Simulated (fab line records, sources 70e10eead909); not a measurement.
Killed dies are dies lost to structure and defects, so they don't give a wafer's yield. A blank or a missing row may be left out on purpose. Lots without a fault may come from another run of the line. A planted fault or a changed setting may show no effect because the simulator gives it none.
A struck lot beside a sound one | flow nand_harc | 14 steps out of a route of 1159
Sound: wafers L519.2, L519.4, L519.5. Struck: wafers L524.2, L524.3, L524.4. The cause comes at the end.
At each step with rows: each side's tool, then ch and its chambers, then its first start. Under that, the readings that differ: sound wafers | struck wafers | difference of the means | sigmas: that difference in standard deviations of wafers without a fault.
alike: readings whose means differ by less than 2 such deviations, and words and numbers that are the same on both sides. not compared: withheld readings, readings that some wafer has no value for, bounds like >300 that may hide the same value, and numbers for which the record gives no deviation and whose values overlap.
The two part at a step that has a row with sigmas, a row that says differs or no value, or rows on one side only. Numbers that don't overlap but have no deviation are shown without sigmas and don't part them. A reading that every wafer of one side lacks parts them only if that side has two wafers or more.

first, 9 steps without rows for these wafers: NHARC_P_ZERO_WELL_STRIP_15 (strips in SPM, time 900 s); NHARC_P_ZERO_WELL_DEHYDRATE_16 (time 120 s); NHARC_P_ZERO_WELL_HMDS_17 (time 30 s); NHARC_P_ZERO_WELL_COAT_18; NHARC_P_ZERO_WELL_SOFTBAKE_19 (time 95 s); NHARC_P_ZERO_WELL_EBR_20; NHARC_P_ZERO_WELL_EXPOSE_21 (exposes mask P NWELL, target cd 720 nm); NHARC_P_ZERO_WELL_PEB_22 (peb time 85 s); NHARC_P_ZERO_WELL_DEVELOP_23 (time 70 s).
NHARC_P_ZERO_WELL_CD_MEAS_24: target cd 720 nm.
  sound on cd_sem-01 ch 0, day 1 20:37; struck on cd_sem-03 ch 0, day 3 02:48
  alike: cd_nm
then, 1 step without rows for these wafers: NHARC_P_ZERO_WELL_HARDBAKE_25 (time 80 s).
NHARC_P_ZERO_WELL_DESCUM_26: chemistry O2, time 3 s.
  sound on rie_diel-09 ch 2,3, day 1 20:46; struck on rie_diel-09 ch 0,2,3, day 3 02:58
  alike: chamber_pressure_mTorr, drypump_motor_current_A, oes_product_au, rf_vpp_V, showerhead_plenum_p_Torr, throttle_valve_pct
  not compared: rf_hours_counter_h
NHARC_P_ZERO_WELL_IMPLANT_27:
  sound on implanter-02 ch 0, day 1 20:56; struck on implanter-01 ch 0, day 3 03:54
then, 1 step without rows for these wafers: NHARC_P_ZERO_WELL_IMPLANT_57.

WHERE THEY PART
Nowhere in this record.

WHY: what the simulator had put in
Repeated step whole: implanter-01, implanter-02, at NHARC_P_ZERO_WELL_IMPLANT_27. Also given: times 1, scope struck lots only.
